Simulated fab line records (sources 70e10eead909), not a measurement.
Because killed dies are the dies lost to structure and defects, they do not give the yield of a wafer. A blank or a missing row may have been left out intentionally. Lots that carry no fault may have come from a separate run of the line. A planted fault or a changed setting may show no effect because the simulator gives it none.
The tool behind it: which one? -- flow nandHarc -- 12 lots with 36 wafers sampled at 5 steps, on a route of 1302 steps

WHAT THE GAUGES SHOWED, per wafer
NHARC_END_SORT_01. Usual: killedAtArray 56, standard deviation 20; killedAtOther 0.9, standard deviation 1.1; killedAtPeriphery 3.7, standard deviation 3; killedDies 61, standard deviation 21; killedOpen 2.9, standard deviation 1.6; killedShort 2.6, standard deviation 1.4.
lot,measured,on,killedAtArray,killedAtOther,killedAtPeriphery,killedDies,killedOpen,killedShort,flag
L818,day 24 22:21,prober-02,26 32 35,0 2 1,4 9 6,30 43 42,1 3 5,3 3 2,
L823,day 26 14:56,prober-02,76 63 72,0 1 0,2 2 1,78 66 73,0 3 2,3 4 2,
L827,day 28 20:52,prober-02,89 77 58,2 2 1,5 2 3,96 81 62,0 1 5,2 1 4,
L830,day 30 14:13,prober-02,50 52 54,0 0 1,2 2 0,52 54 55,1 5 2,3 2 7,
L833,day 30 22:01,prober-01,65 64 74,3 1 4,5 3 6,73 68 84,2 6 4,0 2 2,
L834,day 31 18:04,prober-01,98 106 123,0 0 0,2 1 4,100 107 127,2 2 4,4 2 1,
L835,day 31 17:18,prober-02,25 33 22,0 0 0,11 9 6,36 42 28,5 3 8,2 4 1,
L836,day 32 19:23,prober-01,64 76 68,0 0 0,2 4 4,66 80 72,3 5 1,3 2 2,
L837,day 33 01:31,prober-01,37 34 22,0 0 0,11 14 8,48 48 30,5 4 3,2 1 1,
L838,day 33 04:52,prober-02,57 54 63,5 4 2,0 4 1,62 62 66,2 2 4,2 3 3,
L839,day 33 14:22,prober-02,44 50 52,2 1 1,4 2 4,50 53 57,2 2 2,0 5 4,
L840,day 33 11:23,prober-01,73 52 49,1 0 1,3 3 2,77 55 52,3 2 4,2 4 1,

WHICH TOOL RAN EACH LOT (tool, then ch and the chambers of the sampled wafers, then the start)
lot,NHARC_A_CHANNEL_HOLE_D1_ETCH_23,NHARC_A_CHANNEL_HOLE_D1_STRIP_27,NHARC_A_CHANNEL_HOLE_D1_XSEM_31,NHARC_A_CHANNEL_FILL_D1_ALD_16
L818,"harEtch-01 ch 0,1, day 9 05:16","rieDiel-04 ch 1,2,3, day 9 09:19 or earlier","xsem-01 ch 0, day 9 09:19","aldHk-04 ch 0,2,3, day 9 21:50"
L823,"harEtch-01 ch 0,1, day 10 19:02","rieDiel-11 ch 0,1,3, day 10 23:11 or earlier","xsem-01 ch 0, day 10 23:11","aldHk-02 ch 0,1,2, day 11 11:41"
L827,"harEtch-02 ch 0,1, day 12 19:50","rieDiel-11 ch 0,1,3, day 13 00:01 or earlier","xsem-02 ch 0, day 13 00:01","aldHk-04 ch 0,2,3, day 13 10:38"
L830,"harEtch-01 ch 0,1, day 14 15:28","rieDiel-11 ch 0,3, day 14 19:24 or earlier","xsem-01 ch 0, day 14 19:24","aldHk-02 ch 2,3, day 15 07:55"
L833,"harEtch-01 ch 0,1, day 15 08:23","rieDiel-11 ch 0,3, day 15 12:46 or earlier","xsem-02 ch 0, day 15 12:46","aldHk-03 ch 0,2, day 16 01:29"
L834,"harEtch-02 ch 0,1, day 15 22:25","rieDiel-11 ch 1,2,3, day 16 02:35 or earlier","xsem-02 ch 0, day 16 02:35","aldHk-02 ch 0,1,3, day 16 17:36"
L835,"harEtch-01 ch 0,1, day 16 05:09","rieDiel-11 ch 0,3, day 16 09:11 or earlier","xsem-01 ch 0, day 16 09:11","aldHk-04 ch 0,1,2, day 16 23:16"
L836,"harEtch-01 ch 0,1, day 16 22:01","rieDiel-11 ch 0,2,3, day 17 01:58 or earlier","xsem-02 ch 0, day 17 01:58","aldHk-02 ch 1,3, day 17 16:20"
L837,"harEtch-01 ch 0,1, day 17 02:03","rieDiel-04 ch 0,1,2, day 17 06:07 or earlier","xsem-01 ch 0, day 17 06:07","aldHk-04 ch 0,1,3, day 17 16:26"
L838,"harEtch-02 ch 0,1, day 17 14:21","rieDiel-11 ch 1,2,3, day 17 18:33 or earlier","xsem-02 ch 0, day 17 18:33","aldHk-02 ch 1,2,3, day 18 07:44"
L839,"harEtch-02 ch 0,1, day 17 18:45","rieDiel-04 ch 1,2,3, day 17 22:43 or earlier","xsem-02 ch 0, day 17 22:43","aldHk-04 ch 0,1, day 18 11:15"
L840,"harEtch-01 ch 0,1, day 18 03:35","rieDiel-11 ch 2,3, day 18 07:45 or earlier","xsem-02 ch 0, day 18 07:45","aldHk-03 ch 1,2, day 18 20:12"
- NHARC_A_CHANNEL_HOLE_D1_ETCH_23: etches the open film in C4F8/O2/Ar, time 819 s, target depth 1600 nm.
- NHARC_A_CHANNEL_HOLE_D1_STRIP_27: strips in O2.
- NHARC_A_CHANNEL_HOLE_D1_XSEM_31
- NHARC_A_CHANNEL_FILL_D1_ALD_16: deposits SiO2, target thk 1.5 nm, pulse time 10 s, ald cycles 15.

WHAT THE TOOLS THEMSELVES READ (means of the sampled wafers that have a number; where no wafer has one, the mark that the record gives instead)
NHARC_A_CHANNEL_HOLE_D1_ETCH_23. Usual: drypumpMotorCurrentA 5.62 A, standard deviation 0.29; showerheadPlenumPTorr 3.58 Torr, standard deviation 0.15; throttleValvePct 32.155 %, standard deviation 0.0092.
lot,tool,drypumpMotorCurrentA (A),showerheadPlenumPTorr (Torr),throttleValvePct (%),flag
L818,harEtch-01,5.52,3.65,32.152,
L823,harEtch-01,5.35,3.55,32.157,
L827,harEtch-02,5.85,3.47,32.152,
L830,harEtch-01,5.54,3.61,32.157,
L833,harEtch-01,5.53,3.61,32.172,
L834,harEtch-02,5.87,3.47,32.152,
L835,harEtch-01,5.53,3.60,32.154,
L836,harEtch-01,5.37,3.51,32.152,
L837,harEtch-01,5.53,3.59,32.157,
L838,harEtch-02,5.86,3.93,32.152,
L839,harEtch-02,5.86,3.93,32.153,
L840,harEtch-01,5.36,3.49,32.153,

NHARC_A_CHANNEL_HOLE_D1_STRIP_27. Usual: drypumpMotorCurrentA 6.1 A, standard deviation 0.48; oesProductAu 0.993 a.u., standard deviation 0.013; rfVppV 57.9 V, standard deviation 0.85; showerheadPlenumPTorr 3.55 Torr, standard deviation 0.16; throttleValvePct 17.036 %, standard deviation 0.0097.
lot,tool,drypumpMotorCurrentA (A),oesProductAu (a.u.),rfVppV (V),showerheadPlenumPTorr (Torr),throttleValvePct (%),flag
L818,rieDiel-04,5.9,1.000,57.3,3.56,17.042,
L823,rieDiel-11,6.4,0.984,57.5,3.55,17.039,
L827,rieDiel-11,6.4,0.998,58.3,3.55,17.042,
L830,rieDiel-11,6.7,0.999,57.9,3.41,17.024,
L833,rieDiel-11,6.5,0.983,57.9,3.50,17.036,
L834,rieDiel-11,6.0,0.987,58.0,3.65,17.040,
L835,rieDiel-11,6.5,0.997,56.6,3.49,17.035,
L836,rieDiel-11,6.2,0.994,57.7,3.51,17.041,
L837,rieDiel-04,5.7,1.003,57.5,3.46,17.018,
L838,rieDiel-11,5.9,0.988,57.7,3.65,17.031,
L839,rieDiel-04,6.0,1.009,57.7,3.52,17.029,
L840,rieDiel-11,6.1,0.974,58.2,3.60,17.043,

NHARC_A_CHANNEL_HOLE_D1_XSEM_31. Usual: botCdNm 75.4 nm, standard deviation 1.6; bowNm 8.67 nm, standard deviation 0.23; tiltDeg 0.07 degrees, standard deviation 0.034.
lot,tool,botCdNm (nm),bowNm (nm),tiltDeg (degrees),flag
L818,xsem-01,76.8,8.53,0.12,
L823,xsem-01,75.8,8.84,0.02,
L827,xsem-02,75.1,8.63,0.14,
L830,xsem-01,75.4,8.55,0.07,
L833,xsem-02,74.9,8.56,0.02,
L834,xsem-02,75.8,8.70,0.08,
L835,xsem-01,74.8,8.30,0.04,
L836,xsem-02,75.3,8.75,0.07,
L837,xsem-01,76.9,8.94,0.03,
L838,xsem-02,76.2,8.51,0.08,
L839,xsem-02,75.8,8.46,0.12,
L840,xsem-02,77.0,8.07,0.06,

NHARC_A_CHANNEL_FILL_D1_ALD_16. Usual: heaterPowerW 470 W, standard deviation 40; precursorPulseHeightRel 0.998, standard deviation 0.02.
lot,tool,heaterPowerW (W),precursorPulseHeightRel,flag
L818,aldHk-04,455,1.012,
L823,aldHk-02,444,0.992,
L827,aldHk-04,489,0.995,
L830,aldHk-02,438,1.013,
L833,aldHk-03,514,0.999,
L834,aldHk-02,429,0.991,
L835,aldHk-04,481,1.011,
L836,aldHk-02,410,0.999,
L837,aldHk-04,464,1.003,
L838,aldHk-02,432,0.989,
L839,aldHk-04,458,1.009,
L840,aldHk-03,486,0.994,

THE ANSWER, worked out from the rows above alone
Rule: a lot counts as off when the mean over its wafers that have a number is more than 3 standard deviations away from the usual mean. A lot without any number at a reading at which 4 lots or more have one is off too. Where the step has rows for the other lots, those lots are counted as sound. The gauges are gone through in route order, then the tools' own readings, and for those a lot's mean is taken as printed above. At the first step where some lot is off, the reading lying furthest off is the one used; lots without a number count as furthest.
Across all readings shown, no lot is off: no conclusion can be drawn from this.

WHAT THE SIMULATOR HAD INSERTED
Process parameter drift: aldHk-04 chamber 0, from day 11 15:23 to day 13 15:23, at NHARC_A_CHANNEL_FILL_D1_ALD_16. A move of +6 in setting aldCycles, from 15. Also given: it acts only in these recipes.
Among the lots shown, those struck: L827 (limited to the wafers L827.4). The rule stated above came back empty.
